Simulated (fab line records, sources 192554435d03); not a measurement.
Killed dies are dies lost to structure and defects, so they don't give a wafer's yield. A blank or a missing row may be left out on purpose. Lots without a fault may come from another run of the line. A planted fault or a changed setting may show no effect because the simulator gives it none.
fab line records | flow n5_finfet
record lots=11 wafers=32 last_day=16
route steps=1938 shown BEOL_M14@1756 BEOL_M15@1779
lots that met no fault: from a run of the same line without faults
start_h: hours from the record's first day to the start of the lot's first wafer shown | wait_h: hours since the lot's step before | " the same as in the row above | L1.1+2: a row that stands for several wafers | - no value, or no start given | * or withheld: withheld | < > ~ a bound
route shown NAME@n: a module of which the file shows steps, and the number in the route of the first | usual: mean/standard deviation of fault-free wafers | same: alike in all rows | chamber/n: place in a boat | sites: the reading at each site | _std_site: their standard deviation | _edge_site: outer sites' mean less inner sites' | radius_mm: how far each site lies from the wafer's centre | mask NAME#n: copy n | behind: the tool/chamber that last shaped the wafer | hold: why the lot was held/for how many hours/how that ended | device: the transistor (n, p or np) that didn't switch | end of line: the same wafers' tests at the end of the route | a step without rows: its recipe alone | killed: dies lost to structure and defects at the first sort, not the wafer's yield | map: a wafer's dies, x killed, . not, _ none there
set.NAME: the setting as run; set.NAME@STEP: as run at that earlier step | model.NAME: the simulator's own value behind a step, which no gauge read
steps of the route over a sample of lots; a table a step, a row a wafer
services: from which hour (start_h, from the record's first day; less than 0 if before it) a tool's chamber was out of use, for how many hours, and why
## steps
# step N5_BEOL_M14_STRIP_37
# recipe chemistry=O2 power_w=600 temp_c=60 pressure_mtorr=30 rf_frequency_hz=6e+07 bias_power_w=0 overash_fraction=0.3 o2_flow_sccm=225
# usual chamber_pressure_mTorr=29.99/0.061 drypump_motor_current_A=5.6/0.49 oes_product_au=0.79/0.088 rf_vpp_V=3.7/0.9 showerhead_plenum_p_Torr=2.10/0.085 throttle_valve_pct=16.69/0.24
# same bias_power_w=0
# columns lot.wafer tool chamber start_h wait_h chamber_pressure_mTorr drypump_motor_current_A oes_product_au rf_hours_counter_h rf_vpp_V showerhead_plenum_p_Torr throttle_valve_pct
L550.1 rie_diel-05 2 244.04 1.1 30.04 5.4 0.84 76 5.4 2.21 16.50
L550.6 " 0 " " 30.04 5.9 0.75 - 3.0 2.19 16.96
L552.2 rie_diel-05 1 257.64 4.9 30.10 5.1 0.86 70 6.2 2.02 16.47
L552.3 " 0 " " 29.97 5.9 0.75 151 3.0 2.18 16.99
L552.4 " 2 " " 30.10 5.4 0.83 81 2.7 2.21 16.52
L555.3 rie_diel-04 2 275.18 4.4 29.92 6.3 0.82 89 5.3 2.04 16.92
L555.4 " 1 " " 29.93 5.8 0.72 212 3.5 1.98 16.59
L555.5 " 3 " " 29.98 5.0 0.74 - 4.9 2.08 16.81
L557.2 rie_diel-05 1 275.22 2.5 29.84 5.1 0.82 76 3.9 2.02 16.46
L557.3 " 0 " " 30.00 5.9 0.74 157 4.4 2.18 16.98
L557.4 " 2 " " 30.14 5.4 0.82 86 4.2 2.21 16.51
L556.2 rie_diel-05 2 282.29 0.4 29.98 5.4 0.81 89 3.3 2.21 16.54
L556.3 " 1 " " 30.00 5.1 0.83 79 2.0 2.02 16.43
L556.6 " 2 " " 30.05 5.4 0.83 - 3.4 2.21 16.51
L559.1 rie_diel-06 2 282.72 0.0 30.01 5.3 0.70 223 3.6 2.07 16.95
L559.5 " 0 " " 29.92 4.8 0.72 - 2.0 1.99 16.69
L559.6 " 1 " " 30.00 5.6 0.69 - 2.6 2.07 17.06
L561.3 rie_diel-05 1 321.36 3.0 29.92 5.1 0.82 92 3.4 2.01 16.48
L561.4 " 2 " " 29.99 5.4 0.80 102 3.0 2.20 16.56
L561.5 " 3 " " 30.00 6.4 0.91 - 3.6 2.23 16.38
L565.1 rie_diel-04 0 330.42 3.0 30.05 5.7 0.94 8 3.1 2.13 16.26
L565.2 " 1 " " 30.04 5.8 0.71 234 3.8 1.98 16.63
L565.6 " 1 " " 30.03 5.8 0.71 - 4.2 1.98 16.66
L566.1 rie_diel-06 2 343.65 3.4 29.96 5.3 0.71 246 4.1 2.06 17.02
L566.4 " 3 " " 30.06 4.8 0.88 - 3.5 2.22 16.63
L566.5 " 2 " " 30.04 5.3 0.69 - 3.7 2.06 16.96
L567.3 rie_diel-04 0 343.69 2.9 29.97 5.8 0.94 13 4.7 2.13 16.28
L567.4 " 3 " " 30.03 5.1 0.71 182 3.3 2.08 16.85
L567.5 " 2 " " 30.00 6.3 0.80 - 4.4 2.03 16.95
L568.1 rie_diel-04 2 353.73 2.9 29.98 6.3 0.79 118 3.7 2.03 16.97
L568.2 " 1 " " 29.99 5.8 0.71 244 3.0 1.97 16.65
L568.5 " 3 " " 30.05 5.1 0.72 - 4.1 2.07 16.88
# step N5_BEOL_M14_DEGAS_41
# recipe ambient=vacuum temp_c=300 time_s=60
# usual heater_power_w=462/35
# columns lot.wafer tool chamber start_h wait_h heater_power_w
L550.1 pvd_sputter-02 - 244.52 0.2 504
L550.6 " - " " 506
L552.2 pvd_sputter-02 - 258.73 0.9 491
L552.3 " - " " 496
L552.4 " - " " 451
L555.3 pvd_sputter-03 - 275.84 0.4 398
L555.4 " - " " 442
L555.5 " - " " 467
L557.2 pvd_sputter-02 - 276.27 0.8 497
L557.3 " - " " 434
L557.4 " - " " 492
L556.2 pvd_sputter-01 - 282.85 0.3 426
L556.3 " - " " 499
L556.6 " - " " 450
L559.1 pvd_sputter-02 - 283.33 0.4 490
L559.5 " - " " 444
L559.6 " - " " 515
L561.3 pvd_sputter-03 - 322.33 0.7 412
L561.4 " - " " 456
L561.5 " - " " 449
L565.1 pvd_sputter-03 - 330.91 0.2 419
L565.2 " - " " 478
L565.6 " - " " 465
L566.1 pvd_sputter-03 - 344.19 0.3 471
L566.4 " - " " 442
L566.5 " - " " 391
L567.3 pvd_sputter-03 - 344.51 0.6 386
L567.4 " - " " 421
L567.5 " - " " 419
L568.1 pvd_sputter-01 - 354.01 0.0 418
L568.2 " - " " 477
L568.5 " - " " 501
# step N5_BEOL_M14_DEP_53
# recipe material=SiCN target_thk_a=500 temp_c=withheld precursor=3MS/NH3 pressure_torr=3 rf_w=675 time_s=17.8
# usual showerhead_plenum_p_Torr=4.150/0.015 throttle_valve_pct=17.8/0.61
# columns lot.wafer tool chamber start_h wait_h showerhead_plenum_p_Torr throttle_valve_pct
L550.1 pecvd-03 2 245.76 0.0 4.130 16.6
L550.6 " 2 " " 4.128 16.8
L552.2 pecvd-02 1 259.93 0.0 4.146 18.5
L552.3 " 2 " " 4.146 17.2
L552.4 " 2 " " 4.143 17.0
L555.3 pecvd-03 2 277.04 0.0 4.113 16.8
L555.4 " 0 " " 4.139 17.6
L555.5 " 2 " " 4.132 16.8
L557.2 pecvd-03 2 277.49 0.0 4.120 16.7
L557.3 " 1 " " 4.164 18.3
L557.4 " 0 " " 4.148 18.0
L556.2 pecvd-01 2 284.07 0.0 4.170 17.9
L556.3 " 1 " " 4.148 18.8
L556.6 " 2 " " 4.161 17.6
L559.1 pecvd-02 1 284.86 0.0 4.156 18.5
L559.5 " 2 " " 4.144 17.2
L559.6 " 1 " " 4.156 18.5
L561.3 pecvd-03 0 323.53 0.0 4.154 18.0
L561.4 " 0 " " 4.151 18.0
L561.5 " 1 " " 4.160 18.3
L565.1 pecvd-03 1 332.50 0.0 4.167 18.3
L565.2 " 0 " " 4.149 17.8
L565.6 " 2 " " 4.123 16.8
L566.1 pecvd-03 2 348.39 0.0 4.123 17.0
L566.4 " 2 " " 4.121 16.9
L566.5 " 1 " " 4.169 18.3
L567.3 pecvd-02 0 348.66 0.0 4.167 17.3
L567.4 " 2 " " 4.146 17.3
L567.5 " 0 " " 4.176 17.7
L568.1 pecvd-02 2 356.54 0.0 4.151 17.3
L568.2 " 1 " " 4.164 18.5
L568.5 " 0 " " 4.169 17.7
# step N5_BEOL_M15_EXPOSE_07
# recipe mask_id=V14 na=0.8 source_shape=annular sigma_inner=0.5 sigma_outer=0.8 polarization=unpolarized attpsm_phase_deg=180 dose_mj=41.25
# usual exposure_dose_mJ_cm2=41.20/0.041
# columns lot.wafer tool chamber start_h wait_h mask exposure_dose_mJ_cm2
L550.1 krf_scanner-02 0 246.39 - V14#0 41.24
L550.6 " 0 " " V14#0 41.29
L552.2 krf_scanner-02 0 260.57 - V14#0 41.22
L552.3 " 0 " " V14#0 41.25
L552.4 " 0 " " V14#0 41.17
L555.3 krf_scanner-02 0 277.67 - V14#0 41.24
L555.4 " 0 " " V14#0 41.23
L555.5 " 0 " " V14#0 41.25
L557.2 krf_scanner-01 0 278.15 - V14#0 41.22
L557.3 " 0 " " V14#0 41.17
L557.4 " 0 " " V14#0 41.23
L556.2 krf_scanner-02 0 284.73 - V14#0 41.26
L556.3 " 0 " " V14#0 41.19
L556.6 " 0 " " V14#0 41.25
L559.1 krf_scanner-02 0 285.37 - V14#0 41.17
L559.5 " 0 " " V14#0 41.15
L559.6 " 0 " " V14#0 41.18
L561.3 krf_scanner-01 0 324.19 - V14#0 41.15
L561.4 " 0 " " V14#0 41.10
L561.5 " 0 " " V14#0 41.14
L565.1 krf_scanner-01 0 333.01 - V14#0 41.24
L565.2 " 0 " " V14#0 41.18
L565.6 " 0 " " V14#0 41.23
L566.1 krf_scanner-01 0 348.90 - V14#0 41.22
L566.4 " 0 " " V14#0 41.22
L566.5 " 0 " " V14#0 41.21
L567.3 krf_scanner-01 0 349.18 - V14#0 41.19
L567.4 " 0 " " V14#0 41.15
L567.5 " 0 " " V14#0 41.11
L568.1 krf_scanner-01 0 357.05 - V14#0 41.19
L568.2 " 0 " " V14#0 41.14
L568.5 " 0 " " V14#0 41.18
# step N5_BEOL_M15_OVL_MEAS_11
# recipe points_per_wafer=44
# usual V14_OVL=-1/4.4
# columns lot.wafer tool chamber start_h wait_h V14_OVL[nm]
L550.1 overlay-01 0 246.60 0.0 6
L550.6 " 0 " " 1
L552.2 overlay-01 0 260.77 0.0 0
L552.3 " 0 " " 5
L552.4 " 0 " " 8
L555.3 overlay-02 0 277.86 0.0 33
L555.4 " 0 " " 39
L555.5 " 0 " " 28
L557.2 overlay-02 0 278.34 0.0 -1
L557.3 " 0 " " -1
L557.4 " 0 " " -11
L556.2 overlay-01 0 284.92 0.0 52
L556.3 " 0 " " 37
L556.6 " 0 " " 43
L559.1 overlay-02 0 285.58 0.0 42
L559.5 " 0 " " 39
L559.6 " 0 " " 42
L561.3 overlay-01 0 324.38 0.0 -2
L561.4 " 0 " " -2
L561.5 " 0 " " -3
L565.1 overlay-02 0 333.21 0.0 5
L565.2 " 0 " " -1
L565.6 " 0 " " 2
L566.1 overlay-01 0 349.10 0.0 -5
L566.4 " 0 " " -4
L566.5 " 0 " " -5
L567.3 overlay-02 0 349.37 0.0 6
L567.4 " 0 " " 4
L567.5 " 0 " " 1
L568.1 overlay-01 0 357.25 0.0 0
L568.2 " 0 " " 5
L568.5 " 0 " " -1
## services
# columns tool chamber start_h hours kind
pecvd-02 1 220.64 5.0 repair
rie_diel-04 0 224.29 7.6 repair
rie_diel-04 - 228.63 2.8 pm
krf_scanner-01 - 243.69 0.8 pm
pecvd-01 - 246.76 2.8 pm
krf_scanner-01 - 256.05 4.4 pm
rie_diel-06 3 258.82 2.4 repair
krf_scanner-02 - 260.60 1.0 pm
pecvd-01 0 274.91 19.8 repair
krf_scanner-02 - 302.70 1.5 repair
krf_scanner-01 - 305.20 3.0 repair
krf_scanner-02 - 308.47 0.8 pm
pecvd-03 1 312.99 7.4 repair
pvd_sputter-02 - 316.01 7.5 repair
pecvd-02 - 316.90 14.6 pm
rie_diel-04 3 323.85 12.5 repair
rie_diel-04 2 328.65 1.8 repair
rie_diel-06 1 330.77 13.6 repair
krf_scanner-02 - 333.92 1.3 pm
pecvd-01 - 339.16 6.0 pm
pvd_sputter-03 - 341.29 2.4 repair
pvd_sputter-03 - 345.62 20.9 repair
krf_scanner-01 - 347.46 1.0 pm
rie_diel-05 - 352.93 2.8 pm
## key
first_sign step=N5_BEOL_M15_OVL_MEAS_11 reading=V14_OVL direction=up sigmas=9.3 usual=-1 struck=39
effect none on later readings
met_at N5_BEOL_M15_EXPOSE_07
struck_lots L555,L556,L559
not_acting_at N5_BEOL_M14_STRIP_37,N5_BEOL_M14_DEGAS_41,N5_BEOL_M14_DEP_53
onset_between 260.57 277.67
earlier_fault kind=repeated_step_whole tool=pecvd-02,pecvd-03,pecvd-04 chamber=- onset_h=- steps=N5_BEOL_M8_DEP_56 times=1 scope=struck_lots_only
fault kind=scanner_matching_overlay tool=krf_scanner-02 chamber=- onset_h=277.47 steps=N5_BEOL_M15_EXPOSE_07 offset=42.428
